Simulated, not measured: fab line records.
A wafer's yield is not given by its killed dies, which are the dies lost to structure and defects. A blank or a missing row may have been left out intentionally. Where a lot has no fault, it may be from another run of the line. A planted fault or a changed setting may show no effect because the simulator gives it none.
Which of the tools did it?    flow n5-finfet    11 lots with 33 wafers sampled at 4 steps, on a route of 1938 steps

## WHAT EACH GAUGE READ, for each wafer
N5_HKMG_FIN_INSPECT_28: inspects for defects (darkfield).
lot   measured      on                 raw-defect-count
L076  day 5 02:55   defect-inspect-01  29 22 52
L078  day 5 13:28   defect-inspect-02  32 50 72
L080  day 6 01:12   defect-inspect-02  28 37 30
L083  day 6 15:55   defect-inspect-02  22 38 38
L084  day 7 01:00   defect-inspect-02  21 19 16
L086  day 7 13:18   defect-inspect-02  23 39 44
L088  day 7 21:34   defect-inspect-01  78 40 47
L090  day 8 14:47   defect-inspect-01  38 44 44
L092  day 8 21:44   defect-inspect-02  45 55 84
L094  day 9 07:32   defect-inspect-01  34 41 61
L097  day 10 02:21  defect-inspect-02  87 96 56

## WHAT TOOL EACH LOT RAN ON (gives the tool, then ch and the chambers of the sampled wafers, and finally the start)
lot   N5_HKMG_FIN_CVD_62                       N5_HKMG_FIN_DESCUM_17              N5_HKMG_FIN_ALD_91
L076  thermal-cvd-si-01 ch 0,1, day 4 20:39    rie-diel-06 ch 0,2, day 4 22:18    ald-metal-02 ch 0,3, day 4 23:17
L078  thermal-cvd-si-01 ch 0,1, day 5 07:19    rie-diel-03 ch 1,2, day 5 09:05    ald-metal-01 ch 0,1,2, day 5 10:04
L080  thermal-cvd-si-01 ch 0,1,2, day 5 19:08  rie-diel-01 ch 0,2,3, day 5 20:48  ald-metal-02 ch 0,1,3, day 5 21:47
L083  thermal-cvd-si-01 ch 0,1,2, day 6 09:21  rie-diel-01 ch 1,2,3, day 6 11:11  ald-metal-01 ch 0,1,3, day 6 12:10
L084  thermal-cvd-si-01 ch 0,1,2, day 6 18:37  rie-diel-03 ch 0,2, day 6 20:37    ald-metal-01 ch 1,3, day 6 21:36
L086  thermal-cvd-si-01 ch 0,1, day 7 06:31    rie-diel-06 ch 0,1,2, day 7 08:55  ald-metal-01 ch 1,3, day 7 09:53
L088  thermal-cvd-si-01 ch 0,2, day 7 15:00    rie-diel-01 ch 1,3, day 7 16:56    ald-metal-01 ch 1,2,3, day 7 17:55
L090  thermal-cvd-si-01 ch 1,2, day 8 07:14    rie-diel-06 ch 1,3, day 8 10:07    ald-metal-01 ch 0,2, day 8 11:06
L092  thermal-cvd-si-01 ch 0,1,2, day 8 15:29  rie-diel-01 ch 1,2,3, day 8 17:08  ald-metal-03 ch 0,1,2, day 8 18:07
L094  thermal-cvd-si-01 ch 0,2, day 9 01:28    rie-diel-03 ch 1,3, day 9 03:03    ald-metal-01 ch 0,1,2, day 9 04:02
L097  thermal-cvd-si-02 ch 1,2, day 9 20:10    rie-diel-06 ch 1,2, day 9 21:47    ald-metal-01 ch 0,1,3, day 9 22:47
- N5_HKMG_FIN_CVD_62: deposits a-Si from Si2H6, target thk 3 nm, time 20.8 s.
- N5_HKMG_FIN_DESCUM_17: chemistry O2, time 7.9 s.
- N5_HKMG_FIN_ALD_91: deposits TiN, target thk 1 nm, pulse time 1 s, purge time 3 s.

## THE ANSWER, worked out from the rows above alone
Rule: the usual values come from the lots themselves. Put in order of their means at a reading, lots are off if they are a third of the lots or fewer, leave a main group of 4 or more, and stand apart from it by a gap of 3 or more times the standard deviation of the main group's means; of several such gaps the widest counts. A main group whose means are all the same, to the digits that the tables above print for the reading, isn't used. Also off: a lot with no number at a reading for which 4 or more lots have one. The other lots that the step has rows for count as sound.
Nothing can be told from this: no lot is off at any reading shown.

## WHAT THE SIMULATOR HAD INSERTED
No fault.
